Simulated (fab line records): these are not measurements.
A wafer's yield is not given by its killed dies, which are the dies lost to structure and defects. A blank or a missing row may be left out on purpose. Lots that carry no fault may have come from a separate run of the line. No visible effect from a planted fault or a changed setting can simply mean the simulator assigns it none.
fab line records    flow nand_harc
record lots=13  wafers=39  last_day=33
route steps=1302 shown A_STAIRCASE@850 THIN_TSV@1246 END@1302
lots with no fault: from the same line, run without faults
start_h: start of the lot's first displayed wafer, in hours after the record's first day    wait_h: hours since the lot's step before    " identical to the entry in the row above    L1.1+2: one row covering several wafers at once    - no value, or no start was given    * or withheld: withheld    < > ~ a bound
route shown NAME@n: NAME is a module with steps in the file, n the number in the route of the first one    usual: average and standard deviation across the fault-free wafers    same: alike in all rows    chamber/n: place in a boat    sites: readings site by site    _std_site: standard deviation of those values    _edge_site: outer sites' mean less inner sites'    radius_mm: for every site, how far away it sits from the centre of the wafer    mask NAME#n: copy n    behind: the last tool/chamber to shape the wafer    hold: cause of the lot's hold/its duration in hours/its outcome    device: which transistor (n, p or np) failed to switch    end of line: at the end of the route, the tests of the same wafers    step lacking rows: just its recipe    killed: not the wafer's yield, but the dies lost to structure and defects at the first sort    map: the dies of a wafer, with x for killed, . for not killed, _ for no die there
set.NAME: the setting the step ran with; set.NAME@STEP: the setting that earlier step ran with    model.NAME: the simulator's own value behind a step, which no gauge read
route steps across a sampled set of lots; one table per step, one row per wafer
services: the hour from which a tool's chamber was out of use, counted from the record's first day as start_h (under 0 if before that day), plus the number of hours and why
## steps
# step NHARC_A_STAIRCASE_DEP_151
# recipe target_thk_a=72000  temp_c=400  target_thk_nm=7200  teos_flow_sccm=200  rf_w=500  material=SiO2
# usual heater_power_outer_w=369/53  heater_power_w=627/82  rf_fwd_power_W=499.6/1.4
lot.wafer  tool      chamber  start_h  wait_h  heater_power_outer_w  heater_power_w  rf_fwd_power_W
L761.1     pecvd-04  1        423.74   0.4     477                   753             497.7
L761.6     "         1        "        "       398                   669             497.0
L761.4     "         2        "        "       327                   545             499.2
L764.2     pecvd-02  1        440.33   0.4     372                   695             500.3
L764.4     "         1        "        "       346                   636             500.6
L764.6     "         2        "        "       356                   626             497.3
L768.2     pecvd-02  2        461.50   0.4     388                   673             497.2
L768.3     "         1        "        "       461                   780             501.1
L768.5     "         1        "        "       336                   637             497.9
L773.1     pecvd-02  0        518.44   0.4     450                   735             499.8
L773.3     "         1        "        "       455                   781             500.5
L773.4     "         0        "        "       386                   654             500.0
L774.1     pecvd-02  1        538.72   0.6     405                   750             499.0
L774.6     "         2        "        "       338                   618             499.8
L774.4     "         0        "        "       382                   647             499.2
L775.1     pecvd-02  0        549.81   0.5     399                   697             499.9
L775.2     "         1        "        "       350                   662             501.0
L775.5     "         2        "        "       344                   609             501.3
L776.1     pecvd-04  0        549.89   0.5     333                   610             498.5
L776.3     "         2        "        "       361                   570             498.2
L776.6     "         2        "        "       309                   506             499.5
L777.2     pecvd-03  0        585.23   0.4     320                   513             498.8
L777.3     "         1        "        "       408                   681             500.0
L777.6     "         2        "        "       378                   629             500.9
L778.1     pecvd-04  1        590.01   0.4     423                   694             499.2
L778.3     "         2        "        "       388                   635             500.0
L778.2     "         0        "        "       426                   728             499.9
L779.5     pecvd-03  2        590.29   0.7     379                   633             499.4
L779.6     "         0        "        "       263                   441             499.0
L779.4     "         1        "        "       340                   594             498.2
L780.3     pecvd-04  0        599.72   0.4     422                   737             500.2
L780.2     "         1        "        "       473                   741             500.8
L780.6     "         2        "        "       306                   510             500.1
L781.3     pecvd-03  2        605.05   0.4     433                   705             500.6
L781.1     "         0        "        "       304                   509             503.7
L781.4     "         1        "        "       337                   596             497.3
L782.3     pecvd-02  2        623.13   0.6     417                   705             497.7
L782.5     "         0        "        "       374                   625             499.0
L782.6     "         1        "        "       326                   618             501.3
# step NHARC_THIN_TSV_THK_MEAS_02
# recipe thk_meas_gauge=ir
# usual thk_nm=2989/220
lot.wafer  tool           chamber  start_h  wait_h  thk_nm
L761.1     film_metro-01  -        560.00   0.2     2838
L761.4     "              -        "        "       2599
L761.6     "              -        "        "       2639
L764.2     film_metro-02  -        586.26   -       3038
L764.4     "              -        "        "       3031
L764.6     "              -        "        "       2992
L768.2     film_metro-01  -        608.23   -       3190
L768.3     "              -        "        "       2943
L768.5     "              -        "        "       3036
L773.1     film_metro-02  -        663.28   -       3205
L773.3     "              -        "        "       3275
L773.4     "              -        "        "       3327
L774.1     film_metro-02  -        687.91   -       2709
L774.6     "              -        "        "       3017
L776.1     film_metro-02  -        692.80   -       3239
L776.3     "              -        "        "       3241
L776.6     "              -        "        "       3076
L775.2     film_metro-01  -        700.40   0.2     2558
L775.5     "              -        "        "       2778
L777.2     film_metro-02  -        731.99   -       2980
L777.3     "              -        "        "       2463
L777.6     "              -        "        "       2594
L778.1     film_metro-02  -        745.49   -       3090
L778.2     "              -        "        "       2977
L778.3     "              -        "        "       3000
L779.4     film_metro-01  -        746.69   0.2     3174
L779.5     "              -        "        "       2802
L779.6     "              -        "        "       3309
L780.2     film_metro-02  -        754.85   -       3010
L780.3     "              -        "        "       3202
L780.6     "              -        "        "       2871
L781.1     film_metro-02  -        756.03   -       2852
L781.3     "              -        "        "       3019
L781.4     "              -        "        "       2796
L782.3     film_metro-02  -        757.25   -       2823
L782.5     "              -        "        "       3014
L782.6     "              -        "        "       2967
# step NHARC_THIN_TSV_ETCH_44
# recipe target_depth_a=15942  time_s=797.1  cf4_flow_sccm=150  o2_flow_sccm=10  ar_flow_sccm=0  rf_w=300  bias_w=800  chemistry=CF4/O2
# usual drypump_motor_current_A=5.8/0.44  oes_product_au=0.993/0.014  rf_fwd_power_W=299.8/0.96  rf_vpp_V=793/4.6  showerhead_plenum_p_Torr=1.81/0.074  throttle_valve_pct=16.916/0.0091
lot.wafer  tool         chamber  start_h  wait_h  drypump_motor_current_A  oes_product_au  rf_fwd_power_W  rf_hours_counter_h  rf_vpp_V  showerhead_plenum_p_Torr  throttle_valve_pct
L761.1     rie_diel-05  2        561.31   0.1     6.2                      0.985           298.9           1.4                 786       1.72                      16.915
L761.4     "            3        "        "       6.0                      0.986           299.4           8.9                 795       1.87                      16.929
L761.6     "            3        "        "       6.0                      0.997           300.0           -                   795       1.87                      16.920
L764.2     rie_diel-09  2        587.56   0.1     5.7                      0.970           299.7           4.3                 791       1.78                      16.917
L764.4     "            0        "        "       6.4                      1.012           299.0           4.9                 791       1.78                      16.925
L764.6     "            3        "        "       6.0                      1.002           298.2           -                   800       1.92                      16.918
L768.3     rie_diel-07  2        609.52   0.1     5.0                      1.000           300.9           6.7                 800       1.93                      16.908
L768.2     "            3        "        "       6.5                      1.018           299.7           5.6                 789       1.76                      16.888
L768.5     "            3        "        "       6.5                      1.021           299.4           -                   790       1.76                      16.909
L773.1     rie_diel-05  3        664.60   0.1     6.1                      1.007           299.7           3.0                 798       1.87                      16.911
L773.3     "            0        "        "       5.4                      0.977           298.4           3.3                 797       1.87                      16.940
L773.4     "            1        "        "       6.1                      0.968           299.7           3.2                 797       1.87                      16.921
L774.1     rie_diel-09  1        689.14   0.1     5.2                      1.002           299.9           0.2                 787       1.71                      16.908
L774.6     "            1        "        "       5.2                      1.001           300.1           -                   786       1.71                      16.909
L776.1     rie_diel-07  0        694.10   0.1     5.3                      1.004           299.8           1.8                 788       1.73                      16.912
L776.3     "            2        "        "       5.1                      1.002           300.6           1.3                 799       1.93                      16.917
L776.6     "            0        "        "       5.3                      1.009           299.2           -                   789       1.73                      16.915
L775.2     rie_diel-05  1        701.72   0.1     6.2                      0.964           300.7           3.8                 797       1.87                      16.918
L775.5     "            2        "        "       6.2                      0.994           299.2           -                   787       1.72                      16.918
L777.2     rie_diel-09  1        733.29   0.1     5.2                      1.005           298.5           3.3                 786       1.71                      16.922
L777.3     "            2        "        "       5.7                      0.991           297.7           3.5                 791       1.78                      16.913
L777.6     "            1        "        "       5.2                      1.005           298.9           -                   786       1.71                      16.918
L778.2     rie_diel-07  0        746.84   0.1     5.2                      1.006           299.4           3.8                 786       1.73                      16.911
L778.3     "            1        "        "       6.3                      0.994           300.6           2.8                 788       1.75                      16.915
L778.1     "            3        "        "       6.5                      0.997           299.9           4.1                 792       1.76                      16.916
L779.4     rie_diel-09  3        747.93   0.1     6.0                      0.991           299.5           4.4                 801       1.92                      16.921
L779.5     "            2        "        "       5.7                      0.995           299.3           -                   790       1.78                      16.904
L779.6     "            3        "        "       6.0                      1.001           300.1           -                   799       1.92                      16.920
L780.3     rie_diel-09  1        756.04   0.1     5.2                      1.004           301.2           4.9                 787       1.71                      16.913
L780.2     "            2        "        "       5.7                      0.980           300.2           5.3                 791       1.78                      16.915
L780.6     "            2        "        "       5.7                      0.989           298.9           -                   791       1.78                      16.899
L781.3     rie_diel-05  2        757.38   0.1     6.2                      1.000           299.4           6.4                 786       1.72                      16.906
L781.4     "            3        "        "       6.0                      1.009           300.2           6.8                 795       1.87                      16.927
L781.1     "            0        "        "       5.4                      0.987           300.8           7.2                 796       1.86                      16.910
L782.3     rie_diel-05  0        758.55   0.1     5.4                      0.980           300.7           7.5                 794       1.86                      16.928
L782.5     "            0        "        "       5.4                      0.981           299.4           -                   795       1.86                      16.917
L782.6     "            1        "        "       6.1                      0.962           298.4           -                   795       1.87                      16.910
# step NHARC_THIN_TSV_ETCH_15
# recipe target_depth_a=30000  bosch_target_overetch_cycles=2  bosch_etch_step_s=2.8  bosch_dep_step_s=1.2  bosch_cycles=14
# usual drypump_motor_current_A=5.5/0.38
# same bosch_cycles=14
lot.wafer  tool       chamber  start_h  wait_h  drypump_motor_current_A  rf_hours_counter_h
L761.4     rie_si-05  3        561.90   -       5.5                      0.40
L761.1     "          0        "        "       5.7                      0.34
L761.6     "          3        "        "       5.5                      -
L764.2     rie_si-03  2        588.13   -       5.2                      0.01
L764.4     "          1        "        "       4.9                      0.01
L764.6     "          2        "        "       5.2                      -
L768.3     rie_si-03  0        610.11   -       5.5                      0.19
L768.2     "          2        "        "       5.2                      0.15
L768.5     "          0        "        "       5.5                      -
L773.1     rie_si-02  3        665.18   -       5.6                      0.17
L773.4     "          0        "        "       5.5                      0.21
L773.3     "          1        "        "       5.4                      0.27
L774.1     rie_si-02  3        689.69   -       5.5                      0.30
L774.6     "          1        "        "       5.4                      -
L776.1     rie_si-02  3        694.67   -       5.5                      0.32
L776.3     "          2        "        "       5.2                      0.35
L776.6     "          0        "        "       5.5                      -
L775.2     rie_si-05  0        702.30   -       5.6                      0.21
L775.5     "          0        "        "       5.7                      -
L777.2     rie_si-02  1        733.86   -       5.4                      0.72
L777.3     "          2        "        "       5.2                      0.50
L777.6     "          1        "        "       5.4                      -
L778.3     rie_si-05  3        747.42   -       5.5                      0.39
L778.2     "          0        "        "       5.7                      0.41
L778.1     "          1        "        "       6.0                      0.45
L779.4     rie_si-02  0        748.48   -       5.6                      0.86
L779.5     "          1        "        "       5.4                      -
L779.6     "          2        "        "       5.3                      -
L780.2     rie_si-05  1        756.63   -       6.0                      0.57
L780.3     "          2        "        "       6.6                      0.57
L780.6     "          3        "        "       5.5                      -
L781.1     rie_si-05  1        757.90   -       6.0                      0.59
L781.3     "          2        "        "       6.7                      0.59
L781.4     "          3        "        "       5.4                      0.55
L782.3     rie_si-02  2        759.17   -       5.3                      0.71
L782.6     "          3        "        "       5.6                      -
L782.5     "          0        "        "       5.5                      -
# step NHARC_END_SORT_01
# recipe temp_c=25
# usual killed_at_array=61/24  killed_at_other=1.2/1.3  killed_at_periphery=3.7/2.6  killed_dies=66/23  killed_open=3.3/1.8  killed_short=2.4/1.6
# same gross_dies=677
lot.wafer  tool       chamber  start_h  wait_h  killed_at_array  killed_at_other  killed_at_periphery  killed_dies  killed_open  killed_short
L774.1     prober-01  0        703.95   2.5     46               2                7                    55           4            1
L774.4     prober-01  0        706.35   3.4     607              1                7                    615          3            1
L774.6     prober-01  0        707.94   4.0     59               2                2                    63           3            4
L775.1     prober-01  0        716.55   2.5     589              3                6                    598          1            2
L775.2     prober-01  0        717.35   2.8     47               1                5                    53           3            1
L775.5     prober-01  0        719.76   3.7     44               3                2                    49           3            2
# killed by level:class
L774.1 A_CHANNEL_HOLE_D1:chamber_film_flake=28 A_CHANNEL_HOLE_D2:chamber_film_flake=6 A_STAIRCASE:chamber_film_flake=4 P_CONTACT:chamber_film_flake=3 A_M0:geometric_particle:open=2 P_GATE:chamber_film_flake=2 THIN_TSV:chamber_film_flake=2 P_CONTACT:geometric_particle:open=1
L774.4 A_STAIRCASE:area_dep=554 A_CHANNEL_HOLE_D1:chamber_film_flake=31 A_STAIRCASE:chamber_film_flake=8 P_GATE:chamber_film_flake=3 A_DECK1_JOINT:chamber_film_flake=3 A_CHANNEL_HOLE_D2:chamber_film_flake=3 P_ZERO_WELL:chamber_film_flake=2 A_SLIT:chamber_film_flake=2
L774.6 A_CHANNEL_HOLE_D1:chamber_film_flake=32 A_CHANNEL_HOLE_D2:chamber_film_flake=6 A_STAIRCASE:chamber_film_flake=6 A_SLIT:chamber_film_flake=4 A_CHANNEL_FILL_D2:geometric_particle:short=2 THIN_TSV:chamber_film_flake=2 A_DECK1_JOINT:chamber_film_flake=2 A_DECK1_JOINT:geometric_particle:open=1
L775.1 A_STAIRCASE:area_dep=532 A_CHANNEL_HOLE_D1:chamber_film_flake=42 A_STAIRCASE:chamber_film_flake=5 P_CONTACT:chamber_film_flake=4 A_CONTACT:chamber_film_flake=4 THIN_TSV:chamber_film_flake=3 A_SLIT:chamber_film_flake=2 A_ONON_D1:geometric_particle:open=1
L775.2 A_CHANNEL_HOLE_D1:chamber_film_flake=29 A_SLIT:chamber_film_flake=7 A_CONTACT:chamber_film_flake=4 A_STAIRCASE:chamber_film_flake=3 P_CONTACT:geometric_particle:open=2 P_M0:geometric_particle:open=1 A_ONON_D2:geometric_particle:short=1 P_GATE:chamber_film_flake=1
L775.5 A_CHANNEL_HOLE_D1:chamber_film_flake=31 A_SLIT:chamber_film_flake=3 THIN_TSV:chamber_film_flake=3 A_SGD_CUT:chamber_film_flake=2 A_CONTACT:chamber_film_flake=2 P_CONTACT:geometric_particle:open=1 A_CHANNEL_FILL_D1:geometric_particle:short=1 A_WL_FILL:geometric_particle:short=1
## services
tool         chamber  start_h  hours  kind
rie_diel-05  -        406.92   9.0    pm
pecvd-02     -        408.14   13.0   pm
rie_diel-09  0        429.43   9.9    repair
rie_si-02    0        431.74   1.7    repair
rie_si-05    1        440.38   3.8    repair
rie_diel-09  1        443.07   11.5   repair
rie_diel-05  -        451.09   2.2    repair
rie_si-02    -        454.00   9.0    pm
rie_diel-05  3        478.71   5.3    repair
rie_si-05    -        482.00   9.0    pm
rie_diel-09  -        497.10   9.0    pm
rie_si-05    -        507.46   0.3    repair
rie_si-05    2        514.10   5.0    repair
rie_si-05    1        528.44   8.7    repair
rie_si-05    0        530.79   5.8    repair
rie_diel-09  1        536.99   6.1    repair
rie_si-05    -        550.61   0.9    repair
rie_diel-09  2        559.82   6.6    repair
rie_diel-05  -        583.92   9.0    pm
pecvd-02     -        589.14   13.0   pm
rie_si-02    -        631.00   9.0    pm
rie_si-02    -        670.87   0.2    repair
rie_si-02    2        743.68   4.7    repair
rie_si-02    2        754.22   3.3    repair
## key
first_sign step=NHARC_END_SORT_01  reading=killed_dies  direction=up  sigmas=24  usual=66  struck=606
effect step=NHARC_END_SORT_01  reading=killed_at_array  direction=up  sigmas=23  usual=61  struck=598
more_kills_born_at NHARC_A_STAIRCASE_DEP_151@pecvd-02=1086
met_at NHARC_A_STAIRCASE_DEP_151
struck_lots L774,L775
struck_wafers L774.4,L775.1
later_rows_left_out L774.4,L775.1
tester_left_out L774,L775
not_acting_at NHARC_THIN_TSV_THK_MEAS_02,NHARC_THIN_TSV_ETCH_44,NHARC_THIN_TSV_ETCH_15
onset_between 518.44 538.72
fault kind=process_parameter_drift  tool=pecvd-02  chamber=0  onset_h=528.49  steps=NHARC_A_STAIRCASE_DEP_151  channel=target_thk_a  offset=*  shape=step  end_h=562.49  acts_in=*  stated=*
# tester_left_out: of these lots the tester's yield and bins aren't shown, on N5 and GAA mostly nor the transistor test; their killed dies are dies lost to structure and defects alone, not to doping, threshold or leakage, so they don't give the yield
# later_rows_left_out: the simulator's readings of these wafers behind a module that went badly wrong aren't trusted and aren't shown, but for the sort
